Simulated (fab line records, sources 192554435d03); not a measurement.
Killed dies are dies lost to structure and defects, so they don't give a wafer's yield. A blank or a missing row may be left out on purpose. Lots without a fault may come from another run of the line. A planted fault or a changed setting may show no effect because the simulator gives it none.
Which tool did it? | flow n5_finfet | 10 lots, 30 wafers sampled, at 5 steps of a route of 1938

WHAT THE GAUGES READ, wafer by wafer
N5_BEOL_M4_RC_MEAS_101. Usual: DIBL_N 36.3 mV/V, standard deviation 1.4; DIBL_P 35.7 mV/V, standard deviation 1.5; IOFF_N 0.155 nA/um, standard deviation 0.022; IOFF_P 0.204 nA/um, standard deviation 0.027; ION_N 671 uA/um, standard deviation 9; ION_P 459 uA/um, standard deviation 6.2; SS_N 71.5 mV/dec, standard deviation 0.54; SS_P 73.1 mV/dec, standard deviation 0.56; VT_N 250.2 mV, standard deviation 2.6; VT_P -251 mV, standard deviation 3.3.
lot  | measured     | on        | DIBL_N (mV/V)  | DIBL_P (mV/V)  | IOFF_N (nA/um)    | IOFF_P (nA/um)    | ION_N (uA/um) | ION_P (uA/um) | SS_N (mV/dec)  | SS_P (mV/dec)  | VT_N (mV)         | VT_P (mV)      | flag
L138 | day 8 17:21  | prober-01 | 35.6 34.3 35.9 | 34.2 33.4 34.4 | 0.157 0.136 0.157 | 0.207 0.192 0.203 | 673 661 664   | 457 461 457   | 71.9 71.4 71.1 | 72.7 72.6 72.8 | 246.0 249.0 248.9 | -248 -249 -250 |
L139 | day 8 15:50  | prober-02 | 37.2 35.4 34.5 | 36.6 34.2 32.8 | 0.163 0.129 0.117 | 0.231 0.187 0.180 | 675 664 659   | 466 461 458   | 71.6 70.4 70.5 | 73.9 73.0 72.1 | 247.0 253.1 252.6 | -247 -248 -250 |
L140 | day 8 18:48  | prober-01 | 35.3 35.4 34.2 | 35.6 35.4 33.7 | 0.162 0.156 0.144 | 0.216 0.221 0.187 | 677 663 671   | 466 462 457   | 71.7 71.7 70.8 | 73.3 73.4 72.3 | 247.9 249.2 250.9 | -248 -249 -251 |
L142 | day 8 23:38  | prober-02 | 36.2 34.4 36.4 | 35.2 33.4 34.8 | 0.150 0.129 0.161 | 0.229 0.214 0.235 | 666 670 667   | 468 471 461   | 71.1 70.6 70.9 | 73.1 72.0 73.4 | 252.7 251.9 248.3 | -247 -250 -247 |
L144 | day 9 17:58  | prober-01 | 39.1 38.6 38.9 | 38.6 37.1 37.1 | 0.197 0.182 0.195 | 0.257 0.242 0.238 | 682 665 678   | 466 454 458   | 72.3 71.6 73.4 | 73.6 74.0 73.4 | 247.3 248.6 250.4 | -245 -246 -249 |
L145 | day 9 20:37  | prober-01 | 35.3 36.1 36.7 | 35.5 35.9 35.6 | 0.133 0.149 0.151 | 0.177 0.185 0.174 | 677 661 668   | 462 451 447   | 70.9 71.3 71.6 | 72.4 73.4 72.5 | 253.2 251.9 252.9 | -255 -255 -258 |
L153 | day 11 15:41 | prober-02 | 38.7 38.6 37.4 | 36.4 36.9 35.5 | 0.170 0.167 0.143 | 0.212 0.211 0.199 | 677 673 668   | 462 457 456   | 72.5 72.1 72.0 | 73.1 74.2 73.8 | 246.9 247.0 252.2 | -247 -252 -251 |
L155 | day 12 15:58 | prober-01 | 38.2 39.4 39.5 | 37.2 38.3 38.6 | 0.163 0.194 0.190 | 0.226 0.262 0.259 | 675 683 674   | 460 467 469   | 71.5 71.7 72.0 | 73.5 74.3 74.2 | 251.9 246.3 247.1 | -251 -248 -249 |
L158 | day 13 05:38 | prober-01 | 36.0 34.7 37.8 | 35.2 33.2 37.7 | 0.143 0.120 0.188 | 0.185 0.159 0.224 | 674 655 682   | 459 450 464   | 71.3 72.0 71.5 | 72.9 72.7 73.9 | 252.5 253.5 245.5 | -254 -254 -251 |
L159 | day 13 06:14 | prober-02 | 37.1 36.2 37.1 | 36.6 35.7 37.5 | 0.183 0.157 0.176 | 0.232 0.210 0.248 | 679 667 677   | 465 458 468   | 71.5 71.2 71.0 | 72.9 72.2 73.3 | 246.5 250.3 246.7 | -248 -249 -245 |

WHICH TOOL RAN EACH LOT (tool, then ch and the chambers of the sampled wafers, then the start)
lot  | N5_BEOL_M3_SPUTTER_90        | N5_BEOL_M3_SPUTTER_94        | N5_BEOL_M3_PRE_CLEAN_60          | N5_BEOL_M4_COAT_61
L138 | pvd_sputter-02, day 8 00:13  | pvd_sputter-02, day 8 00:39  | cvd_co-01 ch 0,1, day 8 01:42    | litho_track-01 ch 0, day 8 03:02
L139 | pvd_sputter-01, day 8 00:44  | pvd_sputter-01, day 8 01:10  | cvd_co-01 ch 0,1,2, day 8 02:59  | litho_track-01 ch 0, day 8 03:56
L140 | pvd_sputter-02, day 8 02:03  | pvd_sputter-02, day 8 02:29  | cvd_co-01 ch 1,2, day 8 03:33    | litho_track-01 ch 0, day 8 04:07
L142 | pvd_sputter-01, day 8 13:26  | pvd_sputter-01, day 8 13:53  | cvd_co-01 ch 0,1,2, day 8 15:08  | litho_track-01 ch 0, day 8 15:43
L144 | pvd_sputter-01, day 9 04:10  | pvd_sputter-01, day 9 04:36  | cvd_co-02 ch 0,1, day 9 05:53    | litho_track-03 ch 0, day 9 08:34
L145 | pvd_sputter-03, day 9 07:32  | pvd_sputter-03, day 9 07:58  | cvd_co-02 ch 0,1,2, day 9 09:01  | litho_track-03 ch 0, day 9 10:18
L153 | pvd_sputter-03, day 11 00:49 | pvd_sputter-03, day 11 01:16 | cvd_co-01 ch 0,1, day 11 02:18   | litho_track-03 ch 0, day 11 03:47
L155 | pvd_sputter-03, day 12 06:58 | pvd_sputter-03, day 12 07:24 | cvd_co-01 ch 0,1,2, day 12 08:28 | litho_track-03 ch 0, day 12 09:03
L158 | pvd_sputter-03, day 12 17:22 | pvd_sputter-03, day 12 17:48 | cvd_co-01 ch 0,1,2, day 12 18:58 | litho_track-01 ch 0, day 12 19:46
L159 | pvd_sputter-01, day 12 18:22 | pvd_sputter-01, day 12 18:49 | cvd_co-01 ch 0,1,2, day 12 19:51 | litho_track-01 ch 0, day 12 20:43
- N5_BEOL_M3_SPUTTER_90: material Cu, target thk 4.5 nm, time 8.29 s.
- N5_BEOL_M3_SPUTTER_94: material Cu, target thk 4.5 nm, time 8.29 s.
- N5_BEOL_M3_PRE_CLEAN_60: time 15 s.
- N5_BEOL_M4_COAT_61: time 60 s, resist thk 60 nm.

WHAT THE TOOLS THEMSELVES READ (means of the sampled wafers that have a number; where no wafer has one, the mark that the record gives instead)
N5_BEOL_M3_SPUTTER_90. Usual: throttle_valve_pct 30.5 %, standard deviation 0.69.
lot  | tool           | throttle_valve_pct (%) | flag
L138 | pvd_sputter-02 | 30.0                   |
L139 | pvd_sputter-01 | 30.3                   |
L140 | pvd_sputter-02 | 30.2                   |
L142 | pvd_sputter-01 | 30.3                   |
L144 | pvd_sputter-01 | 30.6                   |
L145 | pvd_sputter-03 | 31.2                   |
L153 | pvd_sputter-03 | 31.1                   |
L155 | pvd_sputter-03 | 30.9                   |
L158 | pvd_sputter-03 | 30.9                   |
L159 | pvd_sputter-01 | 30.0                   |

N5_BEOL_M3_SPUTTER_94. Usual: throttle_valve_pct 30.5 %, standard deviation 0.67.
lot  | tool           | throttle_valve_pct (%) | flag
L138 | pvd_sputter-02 | 30.0                   |
L139 | pvd_sputter-01 | 30.4                   |
L140 | pvd_sputter-02 | 30.2                   |
L142 | pvd_sputter-01 | 30.3                   |
L144 | pvd_sputter-01 | 30.7                   |
L145 | pvd_sputter-03 | 31.2                   |
L153 | pvd_sputter-03 | 31.2                   |
L155 | pvd_sputter-03 | 31.0                   |
L158 | pvd_sputter-03 | 31.2                   |
L159 | pvd_sputter-01 | 29.9                   |

N5_BEOL_M3_PRE_CLEAN_60. Usual: heater_power_w 77 W, standard deviation 10.
lot  | tool      | heater_power_w (W) | flag
L138 | cvd_co-01 | 71                 |
L139 | cvd_co-01 | 75                 |
L140 | cvd_co-01 | 70                 |
L142 | cvd_co-01 | 76                 |
L144 | cvd_co-02 | 79                 |
L145 | cvd_co-02 | 77                 |
L153 | cvd_co-01 | 82                 |
L155 | cvd_co-01 | 77                 |
L158 | cvd_co-01 | 76                 |
L159 | cvd_co-01 | 77                 |

N5_BEOL_M4_COAT_61. Usual: dispense_pressure_kPa 49.6 kPa, standard deviation 2.4; spin_speed_rpm 1500.0 rpm, standard deviation 0.9.
lot  | tool           | dispense_pressure_kPa (kPa) | spin_speed_rpm (rpm) | flag
L138 | litho_track-01 | 46.7                        | 1499.8               |
L139 | litho_track-01 | 46.6                        | 1499.8               |
L140 | litho_track-01 | 46.6                        | 1499.3               |
L142 | litho_track-01 | 46.6                        | 1501.0               |
L144 | litho_track-03 | 51.9                        | 1499.9               |
L145 | litho_track-03 | 51.9                        | 1500.8               |
L153 | litho_track-03 | 51.9                        | 1196.5               | OFF
L155 | litho_track-03 | 51.9                        | 1196.3               | OFF
L158 | litho_track-01 | 46.6                        | 1500.2               |
L159 | litho_track-01 | 46.6                        | 1500.3               |

THE ANSWER, worked out from the rows above alone
Rule: a lot is off if the mean of its wafers that have a number lies more than 3 standard deviations from the usual mean. A lot without any number at a reading at which 4 lots or more have one is off too. The other lots that the step has rows for count as sound. The gauges are gone through in route order, then the tools' own readings, and for those a lot's mean is taken as printed above. The first step at which some lot is off is used, and at that step the reading that is off furthest; a lot without a number counts as furthest.
Off: L153, L155, at N5_BEOL_M4_COAT_61 (spin_speed_rpm).
A tool fits if, at that step or a process step before it, it ran every lot that is off, and no sound lot after the first of them. One fits: litho_track-03 at N5_BEOL_M4_COAT_61. Its last sound lot is L145 (day 9 10:18), its first lot that is off L153 (day 11 03:47): a fault that began between those two fits.
The tool's own readings at N5_BEOL_M4_COAT_61 bear it out: on the lots that are off they differ by more than 5 times the standard deviation of the sound lots' means. spin_speed_rpm reads 1196.4 rpm there against 1500.1 rpm on the sound lots.

WHAT THE SIMULATOR HAD PUT IN
Process parameter drift: litho_track-03, from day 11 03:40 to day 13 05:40, at N5_BEOL_M4_COAT_61. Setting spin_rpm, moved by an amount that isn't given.
Lots struck among those shown: L153, L155. The rule above found the same.
